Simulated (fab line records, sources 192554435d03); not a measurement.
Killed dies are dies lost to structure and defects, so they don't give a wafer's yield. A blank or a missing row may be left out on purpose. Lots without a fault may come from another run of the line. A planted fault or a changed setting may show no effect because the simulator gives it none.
Split-lot experiment | flow n5_finfet | 7 lots, 21 wafers read, on a route of 1938 steps

THE SPLIT
At N5_BEOL_M0_SAQP_EXPOSE_11 (exposes mask M0 CORE, target cd 42 nm), the setting dose_mj was moved away from the recipe's 55 on 10 of the 21 wafers read, by -7.3% to +5.7%. The other wafers ran this setting at the recipe's value.

FROM THE SPLIT TO THE READING: what the file shows between them, 2 steps
- N5_BEOL_M0_SAQP_PEB_12: peb time 60 s
- N5_BEOL_M0_SAQP_DEVELOP_13: develop time 30 s

THE READING
cd_nm, in nm, at N5_BEOL_M0_SAQP_CD_MEAS_14 (target cd 42.5 nm). Fault-free wafers of this fab line usually give 42.4 nm, standard deviation 0.37 nm.

wafer  | tool, chamber at the split | dose_mj as run | against the recipe | cd_nm, nm | against lot-mates on the recipe
L077.2 | arfi_scanner-03, 0         | 55             | recipe             | 42.4      | -
L077.4 | arfi_scanner-03, 0         | 55             | recipe             | 41.8      | -
L077.6 | arfi_scanner-03, 0         | 55             | recipe             | 41.9      | -
L078.3 | arfi_scanner-01, 0         | 57.62          | +4.8%              | 41.1      | no lot-mate on the recipe
L078.5 | arfi_scanner-01, 0         | 57.62          | +4.8%              | 40.6      | no lot-mate on the recipe
L078.6 | arfi_scanner-01, 0         | 57.62          | +4.8%              | 41.1      | no lot-mate on the recipe
L083.3 | arfi_scanner-03, 0         | 55             | recipe             | 42.3      | -
L083.4 | arfi_scanner-03, 0         | 55             | recipe             | 42.5      | -
L083.5 | arfi_scanner-03, 0         | 52.25          | -5.0%              | 44.3      | +1.9
L085.2 | arfi_scanner-01, 0         | 58.11          | +5.7%              | 41.4      | -1.2
L085.3 | arfi_scanner-01, 0         | 58.11          | +5.7%              | 41.4      | -1.2
L085.5 | arfi_scanner-01, 0         | 55             | recipe             | 42.6      | -
L086.3 | arfi_scanner-01, 0         | 55             | recipe             | 42.6      | -
L086.4 | arfi_scanner-01, 0         | 52.83          | -3.9%              | 42.4      | -0.3
L086.6 | arfi_scanner-01, 0         | 55             | recipe             | 42.7      | -
L089.3 | arfi_scanner-01, 0         | 53.38          | -2.9%              | 42.8      | +0.6
L089.5 | arfi_scanner-01, 0         | 55             | recipe             | 42.2      | -
L089.6 | arfi_scanner-01, 0         | 53.38          | -2.9%              | 42.9      | +0.7
L097.1 | arfi_scanner-03, 0         | 50.96          | -7.3%              | 44.6      | +2.8
L097.4 | arfi_scanner-03, 0         | 55             | recipe             | 41.9      | -
L097.5 | arfi_scanner-03, 0         | 55             | recipe             | 41.8      | -

THE FIT
A straight line over all 21 wafers: cd_nm changes by -0.247 nm for each +1% of dose_mj; r = -0.90; the points scatter about the line by 0.44 nm.
The same after taking each lot's own level away (the mean of its wafers on the recipe; 18 wafers): -0.261 nm for each +1%; r = -0.89; scatter 0.44 nm.
On that fit, the largest move of dose_mj shifts the reading by 1.9 nm.
The lots' own levels span 41.85 to 42.65 nm, that is 2.2 times the standard deviation above.
So the lot-to-lot level changes the slope little: the two slopes agree.
Check: with one of the wafers moved furthest among these (-7.3%) left out of the fit, the line predicts +1.55 nm for it against its lot-mates. It came out at +2.75 nm against them.

OTHER SPLITS ON THESE WAFERS
These wafers also went through other splits before the reading. Each is held against what the fit with the lots' levels taken away leaves over:
other split on the same wafers        | wafers away from the commonest value | r with cd_nm (lot level and that fit taken away)
N5_HKMG_FIN_PEB_10 peb_time_s         | 5                                    | +0.02
N5_GATE_CUT_DESCUM_18 time_s          | 8                                    | +0.10
N5_MOL_CONTACT_COAG_EXPOSE_81 dose_mj | 8                                    | +0.03
N5_BEOL_M0_SAQP_PECVD_04 time_s       | 5                                    | +0.20

THE FILE'S OWN FIT
cd_nm changes by -0.278 nm for each +1% of dose_mj, r = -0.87.
